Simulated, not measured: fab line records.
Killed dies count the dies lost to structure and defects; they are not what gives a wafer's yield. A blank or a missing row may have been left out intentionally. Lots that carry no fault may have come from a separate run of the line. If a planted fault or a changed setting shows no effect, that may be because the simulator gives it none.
What tool caused it?	flow n5_finfet	Sampling: 11 lots, 33 wafers, 4 of 1938 route steps

WHAT EACH GAUGE READ, for each wafer
N5_STI_FIN_REVEAL_FIN_H_MEAS_10.
lot	measured	on	trench_depth_nm (nm)
L075	day 2 21:15	ocd-02	52.3 53.9 52.0
L077	day 3 06:57	ocd-02	52.4 52.1 53.1
L079	day 3 19:08	ocd-02	52.5 51.9 54.6
L081	day 4 06:44	ocd-02	52.6 52.5 51.2
L083	day 4 19:27	ocd-02	52.3 52.4 52.2
L085	day 5 07:46	ocd-02	52.8 51.8 52.9
L087	day 5 21:36	ocd-02	52.2 52.1 52.5
L090	day 6 12:11	ocd-02	52.7 52.4 51.5
L092	day 7 01:53	ocd-02	51.9 51.2 51.5
L094	day 7 14:00	ocd-02	52.1 52.5 53.0
L096	day 8 02:17	ocd-02	51.9 51.3 52.2

EACH LOT AND THE TOOL THAT RAN IT (in order: tool; ch and the chambers of the sampled wafers; start)
lot	N5_FIN_SAQP_STRIP_70	N5_FIN_CUT_DESCUM_13	N5_FIN_CUT_CUT_ETCH_28
L075	rie_diel-06 ch 0,1,3, day 2 08:30	rie_diel-05 ch 1,2, day 2 10:38	rie_si-04 ch 0,1,2, day 2 11:19
L077	rie_diel-04 ch 2,3, day 2 18:47	rie_diel-05 ch 0,1,2, day 2 20:36	rie_si-04 ch 1,2, day 2 21:17
L079	rie_diel-06 ch 1,2,3, day 3 07:15	rie_diel-05 ch 1,2,3, day 3 09:23	rie_si-06 ch 0,3, day 3 10:05
L081	rie_diel-04 ch 1,3, day 3 18:52	rie_diel-05 ch 0,1,3, day 3 20:37	rie_si-04 ch 0,1, day 3 21:17
L083	rie_diel-04 ch 0,2,3, day 4 07:07	rie_diel-02 ch 0,2,3, day 4 09:09	rie_si-04 ch 0,1,2, day 4 09:50
L085	rie_diel-06 ch 0,2,3, day 4 19:09	rie_diel-05 ch 0,1, day 4 21:39	rie_si-06 ch 0,2,3, day 4 22:20
L087	rie_diel-06 ch 0,2,3, day 5 09:21	rie_diel-05 ch 0,2, day 5 11:16	rie_si-04 ch 1,2, day 5 11:58
L090	rie_diel-06 ch 0,1,2, day 6 00:22	rie_diel-03 ch 2,3, day 6 02:34	rie_si-06 ch 1,2,3, day 6 03:15
L092	rie_diel-04 ch 0,1, day 6 13:54	rie_diel-05 ch 0,1,2, day 6 15:55	rie_si-04 ch 0,2,3, day 6 16:37
L094	rie_diel-04 ch 0,1, day 7 01:40	rie_diel-02 ch 1,2,3, day 7 04:18	rie_si-06 ch 0,1, day 7 04:59
L096	rie_diel-04 ch 0,1, day 7 14:37	rie_diel-05 ch 1,2,3, day 7 16:31	rie_si-05 ch 0,2,3, day 7 17:11
- N5_FIN_SAQP_STRIP_70: strips in N2/H2.
- N5_FIN_CUT_DESCUM_13: chemistry O2, time 7 s.
- N5_FIN_CUT_CUT_ETCH_28: etches Si in HBr/Cl2/O2, target depth 6 nm, time 2.4 s.

THE ANSWER, worked out from the rows above alone
Rule: usual is defined by the lots themselves. The widest of any qualifying gaps counts: lots, ordered by their means at a reading, are off when they make up no more than a third of the lots, leave a main group of 4 or more, and stand apart from it by 3 or more times the standard deviation of that group's means. A main group is skipped when, at the precision printed for the reading in the tables above, its means are all equal. Also off: a lot with no number at a reading for which 4 or more lots have one. Any other lot the step has rows for is counted as sound.
Nothing can be told from this: no lot is off at any reading shown.

WHAT THE SIMULATOR HAD PUT IN
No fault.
